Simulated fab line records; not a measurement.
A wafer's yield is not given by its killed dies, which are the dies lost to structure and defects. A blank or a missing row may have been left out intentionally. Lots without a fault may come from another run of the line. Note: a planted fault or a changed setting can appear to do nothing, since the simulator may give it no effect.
Chamber matching / flow n5_finfet / N5_SDB_ETCH_17 on rie_diel-04 has 4 sister chambers
The step etches SiARC in CF4, target depth 23.4 nm, time 39 s. 14 wafers are shown with their chamber, then 7 later ones without.

## EACH WAFER AND ITS CHAMBER
wafer=L075.3; chamber=0; drypump_motor_current_A (A)=4.8; showerhead_plenum_p_Torr (Torr)=2.18; rf_fwd_power_W (W)=537
wafer=L075.4; chamber=2; drypump_motor_current_A (A)=5.5; showerhead_plenum_p_Torr (Torr)=2.08; rf_fwd_power_W (W)=537
wafer=L075.6; chamber=3; drypump_motor_current_A (A)=6.3; showerhead_plenum_p_Torr (Torr)=2.20; rf_fwd_power_W (W)=537
wafer=L079.2; chamber=0; drypump_motor_current_A (A)=4.8; showerhead_plenum_p_Torr (Torr)=2.18; rf_fwd_power_W (W)=533
wafer=L079.3; chamber=1; drypump_motor_current_A (A)=5.3; showerhead_plenum_p_Torr (Torr)=2.11; rf_fwd_power_W (W)=533
wafer=L079.6; chamber=0; drypump_motor_current_A (A)=4.8; showerhead_plenum_p_Torr (Torr)=2.18; rf_fwd_power_W (W)=534
wafer=L082.1; chamber=2; drypump_motor_current_A (A)=5.5; showerhead_plenum_p_Torr (Torr)=2.08; rf_fwd_power_W (W)=536
wafer=L082.3; chamber=3; drypump_motor_current_A (A)=6.2; showerhead_plenum_p_Torr (Torr)=2.19; rf_fwd_power_W (W)=539
wafer=L082.4; chamber=1; drypump_motor_current_A (A)=5.3; showerhead_plenum_p_Torr (Torr)=2.11; rf_fwd_power_W (W)=533
wafer=L087.3; chamber=3; drypump_motor_current_A (A)=6.3; showerhead_plenum_p_Torr (Torr)=2.19; rf_fwd_power_W (W)=535
wafer=L087.5; chamber=1; drypump_motor_current_A (A)=5.3; showerhead_plenum_p_Torr (Torr)=2.10; rf_fwd_power_W (W)=531
wafer=L087.6; chamber=0; drypump_motor_current_A (A)=4.8; showerhead_plenum_p_Torr (Torr)=2.17; rf_fwd_power_W (W)=531
wafer=L089.3; chamber=3; drypump_motor_current_A (A)=6.3; showerhead_plenum_p_Torr (Torr)=2.19; rf_fwd_power_W (W)=538
wafer=L089.4; chamber=0; drypump_motor_current_A (A)=4.8; showerhead_plenum_p_Torr (Torr)=2.17; rf_fwd_power_W (W)=534

SIGNATURES (averages over the wafers above)
reading=drypump_motor_current_A; chamber 0=4.800; chamber 1=5.300; chamber 2=5.500; chamber 3=6.275; scatter within a chamber=0.0274
reading=showerhead_plenum_p_Torr; chamber 0=2.1760; chamber 1=2.1067; chamber 2=2.0800; chamber 3=2.1925; scatter within a chamber=0.00512
reading=rf_fwd_power_W; chamber 0=533.80; chamber 1=532.33; chamber 2=536.50; chamber 3=537.25; scatter within a chamber=1.75
Rule: for a wafer and a chamber, the distance is found by dividing, reading by reading, the gap between the wafer's reading and the chamber's mean by the reading's scatter, squaring, summing and taking the root. The wafer belongs to the nearest chamber; if the next one is less than 2 further off, it can't be placed. How the scatter is found: for the shown wafers, subtract from each reading the mean of its chamber, square and add these, divide the total by (wafers less chambers), then take the root.

## WAFERS WHOSE CHAMBER IS MISSING
wafer=L089.6; drypump_motor_current_A (A)=5.5; showerhead_plenum_p_Torr (Torr)=2.07; rf_fwd_power_W (W)=537
wafer=L093.1; drypump_motor_current_A (A)=6.3; showerhead_plenum_p_Torr (Torr)=2.19; rf_fwd_power_W (W)=539
wafer=L093.3; drypump_motor_current_A (A)=4.8; showerhead_plenum_p_Torr (Torr)=2.17; rf_fwd_power_W (W)=534
wafer=L093.4; drypump_motor_current_A (A)=6.3; showerhead_plenum_p_Torr (Torr)=2.19; rf_fwd_power_W (W)=539
wafer=L096.4; drypump_motor_current_A (A)=5.5; showerhead_plenum_p_Torr (Torr)=2.07; rf_fwd_power_W (W)=538
wafer=L096.5; drypump_motor_current_A (A)=5.3; showerhead_plenum_p_Torr (Torr)=2.10; rf_fwd_power_W (W)=531
wafer=L096.6; drypump_motor_current_A (A)=4.8; showerhead_plenum_p_Torr (Torr)=2.16; rf_fwd_power_W (W)=534

## WHICH CHAMBER EACH WENT THROUGH
wafer=L089.6; from the rows above=2; in truth=2
wafer=L093.1; from the rows above=3; in truth=3
wafer=L093.3; from the rows above=0; in truth=0
wafer=L093.4; from the rows above=3; in truth=3
wafer=L096.4; from the rows above=2; in truth=2
wafer=L096.5; from the rows above=1; in truth=1
wafer=L096.6; from the rows above=0; in truth=0
Placed correctly: 7 of 7. Left unplaced by these rows: 0. Number placed wrongly: 0.
